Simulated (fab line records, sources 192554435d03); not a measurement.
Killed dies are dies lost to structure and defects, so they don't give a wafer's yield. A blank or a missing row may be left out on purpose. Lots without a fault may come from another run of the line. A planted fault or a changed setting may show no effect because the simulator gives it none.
Which tool did it? | flow n5_finfet | 24 lots, 72 wafers sampled, at 1 step of a route of 1938

WHAT THE GAUGES READ, wafer by wafer
N5_BEOL_M4_INSPECT_13: inspects for defects (brightfield).
lot  | measured     | on                | raw_defect_count
L074 | day 7 12:23  | defect_inspect-02 | 369 367 322
L076 | day 7 14:55  | defect_inspect-02 | 397 344 431
L075 | day 8 00:07  | defect_inspect-02 | 326 323 333
L077 | day 8 02:26  | defect_inspect-02 | 371 335 655
L078 | day 8 08:00  | defect_inspect-02 | 506 369 490
L079 | day 8 23:26  | defect_inspect-02 | 500 417 371
L081 | day 9 08:01  | defect_inspect-02 | 335 325 376
L082 | day 9 13:34  | defect_inspect-01 | 451 536 480
L080 | day 9 13:49  | defect_inspect-02 | 405 557 329
L083 | day 9 18:24  | defect_inspect-02 | 467 383 282
L084 | day 9 21:34  | defect_inspect-02 | 346 427 485
L085 | day 10 10:20 | defect_inspect-02 | 388 317 442
L086 | day 11 01:02 | defect_inspect-02 | 374 295 301
L087 | day 11 04:09 | defect_inspect-01 | 377 427 375
L088 | day 11 10:49 | defect_inspect-02 | 406 353 345
L090 | day 11 18:36 | defect_inspect-02 | 316 393 432
L089 | day 11 19:31 | defect_inspect-02 | 267 290 256
L091 | day 12 00:45 | defect_inspect-02 | 664 545 564
L092 | day 12 08:00 | defect_inspect-02 | 484 513 527
L094 | day 12 12:32 | defect_inspect-01 | 319 337 328
L093 | day 12 12:35 | defect_inspect-02 | 317 545 457
L095 | day 12 18:13 | defect_inspect-02 | 280 353 281
L096 | day 13 06:49 | defect_inspect-01 | 595 542 372
L097 | day 13 17:20 | defect_inspect-01 | 259 226 423

WHICH TOOL RAN EACH LOT (tool, then ch and the chambers of the sampled wafers, then the start)
The record holds no process step before these readings.

WHAT THE TOOLS THEMSELVES READ (means of the sampled wafers that have a number; where no wafer has one, the mark that the record gives instead)
The record holds no such reading with a usual standard deviation.

THE ANSWER, worked out from the rows above alone
Rule: what is usual is taken from the lots themselves. Put in order of their means at a reading, lots are off if they are a third of the lots or fewer, leave a main group of 4 or more, and stand apart from it by a gap of 3 or more times the standard deviation of the main group's means; of several such gaps the widest counts. A main group whose means are all the same, to the digits that the tables above print for the reading, isn't used. A lot without any number at a reading at which 4 lots or more have one is off too. The other lots that the step has rows for count as sound. The gauges are gone through in route order, then the tools' own readings, and for those a lot's mean is taken as printed above. The first step at which some lot is off is used, and at that step the reading that is off furthest; a lot without a number counts as furthest.
No lot is off at any reading shown: from this, nothing can be told.

WHAT THE SIMULATOR HAD PUT IN
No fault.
